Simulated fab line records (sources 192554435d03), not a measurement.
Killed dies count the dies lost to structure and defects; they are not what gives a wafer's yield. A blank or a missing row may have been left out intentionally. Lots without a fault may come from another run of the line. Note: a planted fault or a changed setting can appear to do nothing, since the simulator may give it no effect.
Struck lot and sound lot, side by side ; flow n5_finfet ; 36 out of 1938 route steps
Sound: these wafers, L643.1, L643.3, L643.6. Struck: wafers L635.3, L635.4, L635.5. The cause comes at the end.
At each step with rows: each side's tool, then ch and its chambers, then its first start. Under that, the readings that differ: sound wafers ; struck wafers ; difference of the means ; sigmas: that difference in standard deviations of wafers without a fault.
alike: readings with means less than 2 such deviations apart, plus words and numbers identical on both sides. not compared: withheld readings, readings lacking a value on some wafer, bounds such as >300 that could conceal the same value, and numbers that have no deviation in the record and whose values overlap.
A row with sigmas, a row that says differs or no value, or rows on one side alone: a step with any of these is where the two part. Numbers that have no deviation but don't overlap get no sigmas and don't part them. Lack of a reading on every wafer of one side parts them only where that side has two or more wafers.

first, 9 steps without rows for these wafers: N5_BEOL_M4_ANNEAL_95 (time 240 s); N5_BEOL_M4_SPUTTER_96 (material Cu, target thk 4.5 nm, time 8.29 s); N5_BEOL_M4_ECD_50 (material Cu, target thk 300 nm); N5_BEOL_M4_ANNEAL_51 (time 90 s); N5_BEOL_M4_CMP_52 (polishes, stops on SiOC, t overpolish 6.8 s, target thk 40 nm); N5_BEOL_M4_PRE_CLEAN_60 (time 15 s); N5_BEOL_M4_CO_CAP_55 (material Co, precursor CCTBA/H2, target thk 2 nm, time 102.1 s); N5_BEOL_M4_PRE_CLEAN_56 (time 15 s); N5_BEOL_M4_DEP_57 (deposits SiCN from 3MS/NH3, target thk 8 nm, time 14 s).
N5_BEOL_M4_RC_MEAS_101:
  sound on prober-02 ch 0, day 13 05:02; struck on prober-02 ch 0, day 11 09:58
reading;sound;struck;difference;sigmas
DIBL_P (mV/V);32.4 33.8 33.3;36.2 37.6 38.5;+4.3;+2
VT_N (mV);255 253 255;249 248 246;-7;-2
  alike: DIBL_N, IOFF_N, IOFF_P, ION_N, ION_P, SS_N, SS_P, VT_P
then, 24 steps without rows for these wafers: N5_BEOL_M5_ILD_DEP_00 (deposits SiCOH lowk from DEMS/porogen, target thk 140.64 nm, time 25.9 s); N5_BEOL_M5_CURE_79 (cures SiCOH lowk, time 240 s); N5_BEOL_M5_PECVD_70 (deposits SiO2 from TEOS/O2, target thk 16 nm, time 18 s); N5_BEOL_M5_HM_DEP_02 (deposits TiN, target thk 20 nm); N5_BEOL_M5_COAT_59 (time 60 s, resist thk 60 nm); N5_BEOL_M5_COAT_60 (time 60 s, resist thk 12 nm); N5_BEOL_M5_COAT_71 (time 60 s, resist thk 5 nm); N5_BEOL_M5_COAT_05 (resist thk 30 nm); N5_BEOL_M5_EBR_07; N5_BEOL_M5_SOFTBAKE_06 (time 60 s); N5_BEOL_M5_EXPOSE_08 (exposes mask M5, target cd 28 nm); N5_BEOL_M5_PEB_09 (peb time 60 s); N5_BEOL_M5_DEVELOP_10 (develop time 30 s); N5_BEOL_M5_DESCUM_16 (chemistry O2, time 7 s); N5_BEOL_M5_ETCH_72 (etches underlayer in N2/H2, target depth 6.5 nm, time 5.2 s); N5_BEOL_M5_ETCH_61 (etches SiARC in CF4, target depth 15.6 nm, time 26 s); N5_BEOL_M5_ETCH_62 (etches SOC in N2/H2, target depth 75 nm, overetch 15 nm, time 112.5 s); N5_BEOL_M5_STRIP_63 (strips in N2/H2); N5_BEOL_M5_STRIP_73 (strips in N2/H2); N5_BEOL_M5_STRIP_64 (strips in CF4); N5_BEOL_M5_HM_OPEN_17 (chemistry Cl2/BCl3, target TiN, target depth 20 nm, overetch 6 nm); N5_BEOL_M5_STRIP_19 (strips in O2); N5_BEOL_M5_COAT_65 (time 60 s, resist thk 60 nm); N5_BEOL_M5_COAT_66 (time 60 s, resist thk 12 nm).
-- a jump in the record: the struck wafers' starts before and after are 3 days apart (it breaks off in module BEOL_M5 and resumes in module BEOL_M11, where the first step shown is number 1590 of the route) --
N5_BEOL_M11_ALD_74: deposits TaN, target thk 2 nm, pulse time 2 s, purge time 3 s.
  sound on ald_metal-04 ch 1,3, day 15 22:01; struck on ald_metal-04 ch 0,1,3, day 14 00:27
  no value came back on the struck wafers for any of 8 readings (ald_cycles, chamber_pressure_Torr (Torr) and others); on the sound wafers ald_cycles reads 40 40 40
N5_PASSIVATION_PROBE_49:
  the record has rows for the struck wafers here (prober-02, day 15 15:29) and none for the sound ones

== WHERE THEY PART ==
First at N5_BEOL_M4_RC_MEAS_101; last, within this record, at N5_PASSIVATION_PROBE_49.

WHY: what had been put in by the simulator
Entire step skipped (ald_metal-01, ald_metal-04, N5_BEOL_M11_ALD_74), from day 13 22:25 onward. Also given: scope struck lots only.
